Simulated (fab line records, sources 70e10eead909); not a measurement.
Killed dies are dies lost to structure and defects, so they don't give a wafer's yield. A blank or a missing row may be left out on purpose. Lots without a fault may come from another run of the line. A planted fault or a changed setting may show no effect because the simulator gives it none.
Which tool did it? | flow nand_harc | 11 lots, 33 wafers sampled, at 5 steps of a route of 1302

WHAT THE GAUGES READ, wafer by wafer
NHARC_A_CONTACT_OVL_MEAS_43. Usual: overlay_x_nm 0.0 nm, standard deviation 0.82; overlay_y_nm -0.2 nm, standard deviation 0.89.
lot  | measured     | on         | overlay_x_nm (nm) | overlay_y_nm (nm) | flag
L711 | day 21 18:17 | overlay-02 | 0.6 0.4 0.3       | -0.7 -0.1 -0.3    |
L712 | day 22 04:40 | overlay-01 | 0.8 0.9 1.0       | 1.4 1.2 0.8       |
L714 | day 22 04:31 | overlay-02 | 1.7 1.3 0.9       | 1.6 1.2 1.7       |
L713 | day 22 04:58 | overlay-01 | 0.5 -0.2 0.3      | -0.3 -0.6 -0.6    |
L715 | day 23 01:35 | overlay-01 | 0.8 1.2 1.7       | -0.7 -1.1 -1.3    |
L716 | day 23 14:22 | overlay-02 | -0.6 -0.7 -0.8    | 0.8 1.2 0.5       |
L717 | day 24 08:53 | overlay-02 | -1.3 -1.7 -1.6    | -0.5 -0.3 -0.6    |
L718 | day 25 01:05 | overlay-02 | 0.7 1.1 0.9       | -0.4 -0.3 0.0     |
L724 | day 27 12:20 | overlay-02 | 0.5 0.4 0.9       | -1.5 -1.2 -1.0    |
L728 | day 28 15:56 | overlay-02 | -1.5 -1.9 -1.7    | 0.9 0.9 1.1       |
L731 | day 30 01:59 | overlay-01 | 0.3 0.0 0.4       | 0.1 1.0 0.6       |

NHARC_END_SORT_01. Usual: killed_at_array 53, standard deviation 18; killed_at_other 0.8, standard deviation 1.1; killed_at_periphery 4.1, standard deviation 2.7; killed_dies 58, standard deviation 18; killed_open 3.1, standard deviation 1.7; killed_short 2.7, standard deviation 1.7.
lot  | measured     | on        | killed_at_array | killed_at_other | killed_at_periphery | killed_dies | killed_open | killed_short | flag
L711 | day 24 22:18 | prober-01 | 56 62 38        | 1 1 0           | 4 10 10             | 61 73 48    | 2 1 7       | 1 4 2        |
L712 | day 26 00:04 | prober-01 | 67 35 62        | 0 1 1           | 9 1 4               | 76 37 67    | 1 2 4       | 2 1 0        |
L714 | day 26 00:02 | prober-02 | 59 65 62        | 0 1 0           | 9 6 2               | 68 72 64    | 0 2 1       | 6 4 4        |
L713 | day 26 07:42 | prober-02 | 30 39 48        | 3 4 3           | 5 9 6               | 38 52 57    | 3 3 7       | 4 3 5        |
L715 | day 26 07:50 | prober-01 | 40 69 39        | 0 1 2           | 11 11 5             | 51 81 46    | 4 1 2       | 3 0 1        |
L716 | day 26 18:13 | prober-02 | 40 46 41        | 0 0 0           | 3 2 3               | 43 48 44    | 3 3 4       | 1 0 4        |
L717 | day 27 06:23 | prober-01 | 51 34 52        | 1 0 0           | 5 1 6               | 57 35 58    | 2 2 3       | 2 0 1        |
L718 | day 28 03:37 | prober-02 | 32 17 21        | 0 1 1           | 3 9 5               | 35 27 27    | 1 4 2       | 4 2 1        |
L724 | day 30 09:52 | prober-01 | 53 39 675       | 1 0 1           | 1 0 1               | 55 39 677   | 0 1 6       | 6 3 7        | OFF
L728 | day 31 13:26 | prober-02 | 26 676 23       | 5 0 5           | 2 1 0               | 33 677 28   | 4 2 1       | 3 7 3        | OFF
L731 | day 33 02:47 | prober-01 | 50 65 60        | 0 1 0           | 4 6 4               | 54 72 64    | 0 2 3       | 1 3 1        |

WHICH TOOL RAN EACH LOT (tool, then ch and the chambers of the sampled wafers, then the start)
lot  | NHARC_A_CONTACT_DEP_28        | NHARC_A_CONTACT_ETCH_49            | NHARC_A_CONTACT_ETCH_113
L711 | acl_dep-02 ch 0, day 21 14:04 | rie_diel-13 ch 0,2,3, day 21 18:41 | har_cap_etch-03 ch 0,1, day 21 20:55
L712 | acl_dep-03 ch 0, day 21 23:30 | rie_diel-10 ch 2,3, day 22 04:56   | har_cap_etch-03 ch 0,1, day 22 06:57
L714 | acl_dep-01 ch 0, day 21 23:30 | rie_diel-12 ch 0,1,3, day 22 04:49 | har_cap_etch-02 ch 1, day 22 06:49
L713 | acl_dep-02 ch 0, day 21 23:52 | rie_diel-13 ch 0,2,3, day 22 05:18 | har_cap_etch-02 ch 0,1, day 22 09:25
L715 | acl_dep-01 ch 0, day 22 20:40 | rie_diel-12 ch 0,1, day 23 02:20   | har_cap_etch-01 ch 0,1, day 23 04:59
L716 | acl_dep-03 ch 0, day 23 10:11 | rie_diel-10 ch 0,2,3, day 23 14:44 | har_cap_etch-01 ch 0,1, day 23 16:41
L717 | acl_dep-02 ch 0, day 24 03:54 | rie_diel-12 ch 1,2, day 24 09:09   | har_cap_etch-01 ch 0,1, day 24 11:09
L718 | acl_dep-01 ch 0, day 24 20:03 | rie_diel-12 ch 1,2,3, day 25 01:49 | har_cap_etch-01 ch 0,1, day 25 03:50
L724 | acl_dep-02 ch 0, day 27 07:17 | rie_diel-12 ch 0,1,2, day 27 12:39 | har_cap_etch-03 ch 0,1, day 27 14:39
L728 | acl_dep-02 ch 0, day 28 10:58 | rie_diel-12 ch 0,1,3, day 28 16:15 | har_cap_etch-03 ch 0, day 28 18:15
L731 | acl_dep-01 ch 0, day 29 20:47 | rie_diel-10 ch 0,1,2, day 30 02:17 | har_cap_etch-03 ch 0,1, day 30 04:17
- NHARC_A_CONTACT_DEP_28: deposits aC, target thk 7000 nm.
- NHARC_A_CONTACT_ETCH_49: etches the open film in N2/H2, target depth 260 nm, time 475.3 s.
- NHARC_A_CONTACT_ETCH_113: etches the open film in C4F8/O2/Ar, time 190 s, target depth 1850 nm.

WHAT THE TOOLS THEMSELVES READ (means of the sampled wafers that have a number; where no wafer has one, the mark that the record gives instead)
NHARC_A_CONTACT_DEP_28. Usual: throttle_valve_pct 35.000 %, standard deviation 0.0088.
lot  | tool       | throttle_valve_pct (%) | flag
L711 | acl_dep-02 | 34.996                 |
L712 | acl_dep-03 | 35.003                 |
L714 | acl_dep-01 | 34.999                 |
L713 | acl_dep-02 | 35.002                 |
L715 | acl_dep-01 | 34.999                 |
L716 | acl_dep-03 | 35.001                 |
L717 | acl_dep-02 | 35.002                 |
L718 | acl_dep-01 | 35.004                 |
L724 | acl_dep-02 | 35.014                 |
L728 | acl_dep-02 | 34.995                 |
L731 | acl_dep-01 | 35.001                 |

NHARC_A_CONTACT_ETCH_49. Usual: drypump_motor_current_A 5.8 A, standard deviation 0.44; oes_product_au 1.001 a.u., standard deviation 0.0084; rf_fwd_power_W 399.4 W, standard deviation 1.2; rf_vpp_V 429.5 V, standard deviation 2.9; run_length_s 496.7 s, standard deviation 0.39; showerhead_plenum_p_Torr 2.01 Torr, standard deviation 0.097; throttle_valve_pct 14.170 %, standard deviation 0.0098.
lot  | tool        | drypump_motor_current_A (A) | oes_product_au (a.u.) | rf_fwd_power_W (W) | rf_vpp_V (V) | run_length_s (s) | showerhead_plenum_p_Torr (Torr) | throttle_valve_pct (%) | flag
L711 | rie_diel-13 | 5.8                         | 0.991                 | 398.7              | 426.6        | 496.6            | 1.94                            | 14.170                 |
L712 | rie_diel-10 | 5.8                         | 1.011                 | 400.6              | 430.6        | 496.7            | 2.03                            | 14.178                 |
L714 | rie_diel-12 | 6.1                         | 1.005                 | 398.2              | 428.0        | 496.4            | 1.95                            | 14.158                 |
L713 | rie_diel-13 | 5.8                         | 0.992                 | 399.4              | 427.8        | 496.7            | 1.94                            | 14.178                 |
L715 | rie_diel-12 | 5.9                         | 0.994                 | 399.6              | 426.2        | 496.5            | 1.91                            | 14.167                 |
L716 | rie_diel-10 | 5.6                         | 1.005                 | 399.4              | 430.5        | 496.6            | 2.05                            | 14.178                 |
L717 | rie_diel-12 | 5.6                         | 1.007                 | 399.4              | 428.9        | 497.1            | 2.01                            | 14.180                 |
L718 | rie_diel-12 | 6.0                         | 1.006                 | 399.3              | 429.4        | 496.9            | 2.00                            | 14.169                 |
L724 | rie_diel-12 | 5.7                         | 1.003                 | 398.6              | 431.0        | 441.3            | 2.07                            | 14.168                 | OFF
L728 | rie_diel-12 | 6.1                         | 0.994                 | 398.9              | 431.3        | 441.3            | 2.06                            | 14.167                 | OFF
L731 | rie_diel-10 | 5.5                         | 1.010                 | 400.3              | 431.9        | 496.4            | 2.06                            | 14.182                 |

NHARC_A_CONTACT_ETCH_113. Usual: oes_air_line_au 0.998 a.u., standard deviation 0.021.
lot  | tool            | oes_air_line_au (a.u.) | flag
L711 | har_cap_etch-03 | 1.005                  |
L712 | har_cap_etch-03 | 0.995                  |
L714 | har_cap_etch-02 | 1.006                  |
L713 | har_cap_etch-02 | 1.016                  |
L715 | har_cap_etch-01 | 0.982                  |
L716 | har_cap_etch-01 | 1.001                  |
L717 | har_cap_etch-01 | 1.013                  |
L718 | har_cap_etch-01 | 0.965                  |
L724 | har_cap_etch-03 | 1.005                  |
L728 | har_cap_etch-03 | 1.024                  |
L731 | har_cap_etch-03 | 0.978                  |

THE ANSWER, worked out from the rows above alone
Rule: a lot is off if the mean of its wafers that have a number lies more than 3 standard deviations from the usual mean. A lot without any number at a reading at which 4 lots or more have one is off too. The other lots that the step has rows for count as sound. The gauges are gone through in route order, then the tools' own readings, and for those a lot's mean is taken as printed above. The first step at which some lot is off is used, and at that step the reading that is off furthest; a lot without a number counts as furthest.
Off: L724, L728, at NHARC_END_SORT_01 (killed_at_array).
A tool fits if, at a process step before that reading, it ran every lot that is off, and no sound lot after the first of them. The gauges at NHARC_END_SORT_01 aren't tried: what is off there is off at NHARC_A_CONTACT_ETCH_49 too, on other tools, and a gauge's error can't cause that. Can't be told from this: 2 tools fit, acl_dep-02 at NHARC_A_CONTACT_DEP_28, rie_diel-12 at NHARC_A_CONTACT_ETCH_49.

WHAT THE SIMULATOR HAD PUT IN
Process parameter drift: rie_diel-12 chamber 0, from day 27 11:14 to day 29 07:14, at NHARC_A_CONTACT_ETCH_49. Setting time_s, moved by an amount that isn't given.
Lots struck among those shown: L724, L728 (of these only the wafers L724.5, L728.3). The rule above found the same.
